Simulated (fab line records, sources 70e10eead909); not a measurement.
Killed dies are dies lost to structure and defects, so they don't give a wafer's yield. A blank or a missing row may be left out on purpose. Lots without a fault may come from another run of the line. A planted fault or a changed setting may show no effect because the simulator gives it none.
A struck lot beside a sound one | flow nand_harc | 44 steps out of a route of 1302
Sound: wafers L953.2, L953.5, L953.6. Struck: wafers L971.2, L971.5, L971.6. The cause comes at the end.
At each step with rows: each side's tool, then ch and its chambers, then its first start. Under that, the readings that differ: sound wafers | struck wafers | difference of the means | sigmas: that difference in standard deviations of wafers without a fault.
alike: readings whose means differ by less than 2 such deviations, and words and numbers that are the same on both sides. not compared: withheld readings, readings that some wafer has no value for, bounds like >300 that may hide the same value, and numbers for which the record gives no deviation and whose values overlap.
The two part at a step that has a row with sigmas, a row that says differs or no value, or rows on one side only. Numbers that don't overlap but have no deviation are shown without sigmas and don't part them. A reading that every wafer of one side lacks parts them only if that side has two wafers or more.

NHARC_P_STI_OCD_MEAS_17:
  sound on ocd-01, day 3 19:56; struck on ocd-02, day 11 06:06
  alike: trench_depth_nm, trench_foot_cd_nm
then, 3 steps without rows for these wafers: NHARC_P_STI_STRIP_19 (strips in SPM, time 900 s); NHARC_P_STI_PRECLEAN_32 (cleans in SC1); NHARC_P_STI_SRD_23.
NHARC_P_STI_OCD_MEAS_43:
  sound on ocd-02, day 3 20:27; struck on ocd-01, day 11 06:37
  alike: trench_depth_nm, trench_foot_cd_nm
then, 3 steps without rows for these wafers: NHARC_P_STI_OXIDE_33 (material SiO2, target thk 10 nm, ox time 281 s); NHARC_P_STI_HDPCVD_20 (deposits SiO2); NHARC_P_STI_ANNEAL_34 (time 1800 s).
NHARC_P_STI_CMP_21: polishes, t overpolish 20 s, target thk 380.67 nm.
  sound on cmp-01 ch 1,2, day 4 15:27; struck on cmp-04 ch 0,2,3, day 12 03:56
  alike: motor_current_A, overpolish_run_s
then, 2 steps without rows for these wafers: NHARC_P_STI_SRD_35; NHARC_P_STI_ETCH_36 (etches SiO2 in dHF, target depth 38.8 nm).
NHARC_P_STI_STRIP_24: strips Si3N4 in H3PO4.
  sound on wet_bench-04 ch 3,4,5, day 4 15:49; struck on wet_bench-04 ch 0,2,7, day 12 04:13
then, 4 steps without rows for these wafers: NHARC_P_STI_ETCH_37 (etches SiO2 in dHF, target depth 11 nm); NHARC_P_STI_PRECLEAN_38 (cleans in SC1); NHARC_P_STI_SRD_39; NHARC_P_STI_OXIDE_40 (material SiO2, target thk 10 nm, ox time 1362 s).
NHARC_P_STI_INSPECT_25:
  sound on defect_inspect-02, day 5 01:19; struck on defect_inspect-02, day 12 12:41
  reading          | sound       | struck      | difference | sigmas
  raw_defect_count | 143 316 205 | 614 528 611 | +363       | +5
then, 12 steps without rows for these wafers: NHARC_P_GATE_ETCH_69 (etches SiO2 in dHF, target depth 14 nm); NHARC_P_GATE_PRECLEAN_70 (cleans in SC1); NHARC_P_GATE_SRD_01; NHARC_P_GATE_OXIDE_02 (material SiO2, target thk 37.5 nm, ox time 365 s); NHARC_P_GATE_DEHYDRATE_03 (time 120 s); NHARC_P_GATE_HMDS_04 (time 30 s); NHARC_P_GATE_COAT_05; NHARC_P_GATE_SOFTBAKE_06 (time 95 s); NHARC_P_GATE_EBR_07; NHARC_P_GATE_EXPOSE_08 (exposes mask P HV); NHARC_P_GATE_PEB_09 (peb time 85 s); NHARC_P_GATE_DEVELOP_10 (time 70 s).
NHARC_P_GATE_CD_MEAS_11: target cd 1640 nm.
  sound on cd_sem-02 ch 0, day 5 09:54; struck on cd_sem-02 ch 0, day 12 21:11
  alike: cd_nm
then, 1 step without rows for these wafers: NHARC_P_GATE_HARDBAKE_12 (time 80 s).
NHARC_P_GATE_DESCUM_13: chemistry O2, time 3 s.
  sound on rie_diel-04 ch 1,2, day 5 10:04; struck on rie_diel-04 ch 0,1,3, day 12 21:22
  alike: drypump_motor_current_A, oes_product_au, rf_vpp_V, showerhead_plenum_p_Torr, throttle_valve_pct
  not compared: rf_hours_counter_h
then, 6 steps without rows for these wafers: NHARC_P_GATE_ETCH_14 (etches SiO2 in dHF, target depth 48.8 nm); NHARC_P_GATE_STRIP_15 (strips in SPM, time 780 s); NHARC_P_GATE_PRECLEAN_71 (cleans in SC1); NHARC_P_GATE_SRD_72; NHARC_P_GATE_OXIDE_16 (material SiO2, target thk 3 nm, ox time 392 s); NHARC_P_GATE_CVD_17 (deposits poly-Si, target thk 150 nm, time 900 s).
NHARC_P_GATE_HM_DEP_102: deposits aC, target thk 120 nm.
  sound on acl_dep-01 ch 0, day 6 00:25; struck on acl_dep-01 ch 0, day 13 15:23
  alike: throttle_valve_pct
NHARC_P_GATE_DEP_103: deposits SiON, target thk 30 nm.
  sound on pecvd-02 ch 0,1,2, day 6 00:58; struck on pecvd-01 ch 0,1, day 13 15:57
  alike: heater_power_w
then, 1 step without rows for these wafers: NHARC_P_GATE_DEHYDRATE_18 (time 120 s).
NHARC_P_GATE_INSPECT_28:
  sound on defect_inspect-02, day 6 01:47; struck on defect_inspect-02, day 13 16:46
  reading          | sound | struck      | difference | sigmas
  raw_defect_count | 6 1 8 | 387 358 393 | +374       | +99 or more
NHARC_P_GATE_INSPECT_68:
  sound on defect_inspect-01, day 6 20:00; struck on defect_inspect-02, day 14 11:07
  reading          | sound       | struck      | difference | sigmas
  raw_defect_count | 164 254 166 | 638 516 615 | +395       | +6
-- the record jumps here: 19 days lie between the struck wafers' starts before and after (it left off in module P_GATE and takes up again in module END, whose first step shown is number 1302 of the route) --
NHARC_END_SORT_01:
  the record has rows for the struck wafers here (prober-01 ch 0, day 33 03:35) and none for the sound ones

WHERE THEY PART
First at NHARC_P_STI_INSPECT_25; last, within this record, at NHARC_END_SORT_01.

WHY: what the simulator had put in
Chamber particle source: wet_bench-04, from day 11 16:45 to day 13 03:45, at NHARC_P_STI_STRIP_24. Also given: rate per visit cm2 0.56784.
